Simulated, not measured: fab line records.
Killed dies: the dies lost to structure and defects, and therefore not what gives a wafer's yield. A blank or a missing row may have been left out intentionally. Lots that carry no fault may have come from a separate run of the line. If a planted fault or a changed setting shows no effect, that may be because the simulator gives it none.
Chamber matching | flow n5Finfet | uvCure-02 running N5_BEOL_M6_CURE_74: 3 sister chambers
The step cures SiCOH lowk, time 240 s. 6 wafers are shown with their chamber, then 10 later ones without.

WAFERS PAIRED WITH THEIR CHAMBERS
wafer  | chamber | wafer_temp_C_max | lampPowerPct (%)
L082.2 | 1       | 387.0            | 52.29
L082.3 | 1       | 387.0            | 52.35
L084.3 | 2       | 387.1            | 52.36
L084.4 | 2       | 386.9            | 52.34
L092.1 | 0       | 386.3            | 52.30
L092.4 | 0       | 386.2            | 52.28

WAFERS MISSING THEIR CHAMBER
wafer  | wafer_temp_C_max | lampPowerPct (%)
L092.6 | 386.2            | 52.27
L091.2 | 387.7            | 52.26
L091.4 | 387.2            | 52.43
L091.5 | 387.2            | 52.30
L094.2 | 388.2            | 52.30
L094.3 | 387.2            | 52.33
L094.6 | 387.6            | 52.23
L095.1 | 386.6            | 52.19
L095.3 | 386.6            | 52.41
L095.5 | 386.1            | 52.20

WHICH CHAMBER EACH WENT THROUGH
wafer  | from the rows above          | in truth
L092.6 | 0                            | 0
L091.2 | can't be placed: 1 or 2      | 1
L091.4 | can't be placed: 2 or 1      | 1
L091.5 | can't be placed: 1 or 2      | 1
L094.2 | can't be placed: 1 or 2      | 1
L094.3 | can't be placed: 1 or 2      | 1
L094.6 | can't be placed: 1 or 2      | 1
L095.1 | can't be placed: 0 or 1      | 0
L095.3 | can't be placed: 2 or 1 or 0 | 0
L095.5 | 0                            | 0
Correct placement for 2 of the 10. Cannot be placed on the basis of these rows: 8; the candidates contain the true chamber in 8. Placed wrongly: 0.
How it was worked out, from the rows above alone: a wafer's distance from a chamber is the root of the sum, over the readings, of the square of ((its reading less the chamber's mean) divided by the reading's scatter). If the next closest chamber is less than 2 further off than the closest, the wafer can't be placed; otherwise it belongs to the closest. A chamber's mean is the mean of its shown wafers. The scatter: take each reading less its chamber's mean, square it, sum over the shown wafers, divide by the number of wafers less the number of chambers, and take the root.
